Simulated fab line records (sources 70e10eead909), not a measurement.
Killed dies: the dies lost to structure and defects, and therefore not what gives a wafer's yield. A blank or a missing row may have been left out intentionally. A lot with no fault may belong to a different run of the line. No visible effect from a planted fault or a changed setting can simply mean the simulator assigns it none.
Struck lot and sound lot, side by side -- flow nand-harc -- 14 steps out of a route of 1159
Sound: wafers L886.2, L886.3, L886.6. The struck wafers were L885.1, L885.4, L885.5. The cause is given at the end.
Order at every step that has rows: each side's tool, ch and its chambers, its first start. Under that, the readings that differ: sound wafers -- struck wafers -- difference of the means -- sigmas: that difference in standard deviations of wafers without a fault.
alike: same words and numbers on both sides, and readings whose means sit less than 2 such deviations apart. not compared: any withheld reading, any reading some wafer has no value for, any bound like >300 that may hide the same value, and any number with overlapping values for which the record gives no deviation.
The two part at a step that has a row with sigmas, a row that says differs or no value, or rows on one side only. When numbers do not overlap yet have no deviation, they are printed without sigmas and do not part them. A reading missing from all wafers of one side parts the sides only when that side holds two or more wafers.

first, 1 step without rows for these wafers: NHARC_A_ONON_D1_DEP_19 (target thk 1000 nm).
NHARC_A_ONON_D1_THK_MEAS_21: measures by ellipsometry.
  sound: film-metro-02 at day 8 14:05; struck: film-metro-02 at day 8 01:56
  alike: thk-nm
then NHARC_A_ONON_D1_DEP_22 (target thk 1000 nm), 1 step lacking rows for these wafers.
NHARC_A_ONON_D1_THK_MEAS_24: measures by ellipsometry.
  sound: film-metro-01 at day 8 14:40; struck: film-metro-01 at day 8 02:30
  alike: thk-nm
then NHARC_A_ONON_D1_DEP_25 (target thk 1000 nm), 1 step lacking rows for these wafers.
NHARC_A_ONON_D1_THK_MEAS_27: measures by ellipsometry.
  sound: film-metro-02 at day 8 15:13; struck: film-metro-01 at day 8 03:04
  alike: thk-nm
then NHARC_A_ONON_D1_DEP_28 (target thk 1000 nm), 1 step lacking rows for these wafers.
NHARC_A_ONON_D1_THK_MEAS_30: measures by ellipsometry.
  sound: film-metro-01 at day 8 15:49; struck: film-metro-01 at day 8 03:38
  alike: thk-nm
NHARC_A_ONON_D1_DEP_33: deposits SiO2, target thk 200 nm.
  sound on pecvd-01 ch 1,2, day 8 15:55; struck on pecvd-02 ch 1,2, day 8 03:42
  alike: heater-power-outer-w, heater-power-w, throttle-valve-pct
NHARC_A_ONON_D1_THK_MEAS_34: measures by ellipsometry.
  sound: film-metro-01 at day 8 16:17; struck: film-metro-02 at day 8 04:15
  alike: thk-nm
NHARC_A_ONON_D1_INSPECT_32:
  sound: defect-inspect-02 at day 8 16:21; struck: defect-inspect-01 at day 8 04:19
  alike: raw-defect-count
NHARC_A_CHANNEL_HOLE_D1_DEP_00: deposits aC, target thk 3100 nm.
  sound on acl-dep-01 ch 0, day 8 16:44; struck on acl-dep-01 ch 0, day 8 11:50
  alike: throttle-valve-pct
NHARC_A_CHANNEL_HOLE_D1_DEP_01: deposits SiON, target thk 140 nm.
  sound on pecvd-04 ch 0,1, day 8 18:31; struck on pecvd-01 ch 0,2, day 8 13:47
  alike: heater-power-outer-w, heater-power-w
-- record jumps: 14 days between struck wafers' starts before vs after; left off in module A_CHANNEL_HOLE_D1, resumes in module END, first step shown is number 1159 of the route --
NHARC_END_SORT_01:
  at this point the record logs the struck wafers (prober-02 ch 0, day 22 09:10) and has no rows for the sound ones

WHERE THEY PART
Only at NHARC_END_SORT_01, within this record.

WHY: what the simulator had put in
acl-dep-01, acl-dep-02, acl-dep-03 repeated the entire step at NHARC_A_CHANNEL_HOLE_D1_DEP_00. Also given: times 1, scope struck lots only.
